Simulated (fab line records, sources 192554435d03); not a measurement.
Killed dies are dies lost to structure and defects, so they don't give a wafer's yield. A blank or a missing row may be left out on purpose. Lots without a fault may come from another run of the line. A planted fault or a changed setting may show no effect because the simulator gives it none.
One fault seen from 2 desks | flow n5_finfet | each desk has only its own numbers; what lay behind them comes last

THE METROLOGY DESK
What the gauges read, lot by lot, whatever tool the lot ran on: means of the sampled wafers that have a number. A lot is out of limits, marked OUT, if its mean lies more than 4 standard deviations from the usual mean; the brackets give that distance. Of its 12 readings 7 are shown: those that lie furthest out on some lot.
Columns: A = DIBL_P at N5_BEOL_M4_RC_MEAS_101, usual 36 mV/V; B = IOFF_N at N5_BEOL_M4_RC_MEAS_101, usual 0.16 nA/um; C = IOFF_P at N5_BEOL_M4_RC_MEAS_101, usual 0.21 nA/um; D = ION_P at N5_BEOL_M4_RC_MEAS_101, usual 462 uA/um; E = SS_P at N5_BEOL_M4_RC_MEAS_101, usual 73.2 mV/dec; F = VT_N at N5_BEOL_M4_RC_MEAS_101, usual 249 mV; G = VT_P at N5_BEOL_M4_RC_MEAS_101, usual -250 mV
lot  | first seen here | A  | B    | C    | D   | E    | F   | G
L501 | day 5 18:37     | 36 | 0.12 | 0.21 | 462 | 72.8 | 252 | -247
L504 | day 6 12:52     | 35 | 0.14 | 0.19 | 460 | 72.5 | 249 | -251
L506 | day 7 06:03     | 34 | 0.14 | 0.16 | 451 | 72.9 | 249 | -254
L505 | day 7 12:04     | 38 | 0.19 | 0.24 | 461 | 74.0 | 248 | -248
L508 | day 7 12:42     | 34 | 0.13 | 0.16 | 446 | 72.8 | 253 | -256
L519 | day 10 07:13    | 37 | 0.16 | 0.22 | 457 | 73.5 | 250 | -250
L521 | day 11 00:30    | 43 | 0.28 | 0.35 | 468 | 75.1 | 241 | -241
L522 | day 11 01:00    | 35 | 0.16 | 0.19 | 461 | 73.1 | 248 | -250
L523 | day 11 08:44    | 40 | 0.21 | 0.26 | 463 | 73.7 | 246 | -248
This desk's finding: nothing out of limits on any of the 9 lots.

THE TOOL OWNER'S DESK: litho_track-05
The tool's own readings at N5_BEOL_M0_CUTY_COAT_50 (time 60 s, resist thk 15 nm): means of the sampled wafers that have a number, for each lot that ran on this tool. A lot is out of limits, marked OUT, if its mean lies more than 4 standard deviations from the usual mean; the brackets give that distance.
Columns: A = spin_speed_rpm at N5_BEOL_M0_CUTY_COAT_50, usual 1500.0 rpm
lot  | first seen here | A
L504 | day 6 13:58     | 1499.3
L506 | day 7 07:13     | 1500.9
L505 | day 7 13:12     | 709.3 (-99 or more) OUT
L508 | day 7 13:47     | 710.2 (-99 or more) OUT
L523 | day 11 09:46    | 1500.9
This desk's finding: out of limits on L505, L508; first on L505, day 7 13:12 (spin_speed_rpm at N5_BEOL_M0_CUTY_COAT_50). In limits: L504, L506, L523.

PUT TOGETHER
The tool owner's desk could have raised an alarm at day 7 13:12, on L505, L508.
The metrology desk saw nothing out of limits.
The metrology desk has L505, L508 on record, within its limits.
Of the lots named, all ran N5_BEOL_M0_CUTY_COAT_50 on litho_track-05.

WHAT THE SIMULATOR HAD PUT IN
Process parameter drift: litho_track-05, from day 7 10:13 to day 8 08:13, at N5_BEOL_M0_CUTY_COAT_50. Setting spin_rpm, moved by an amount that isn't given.
Lots struck among those shown: L505, L508.
Hours from the fault's start to each desk's first reading out of limits: the tool owner's desk, 3.
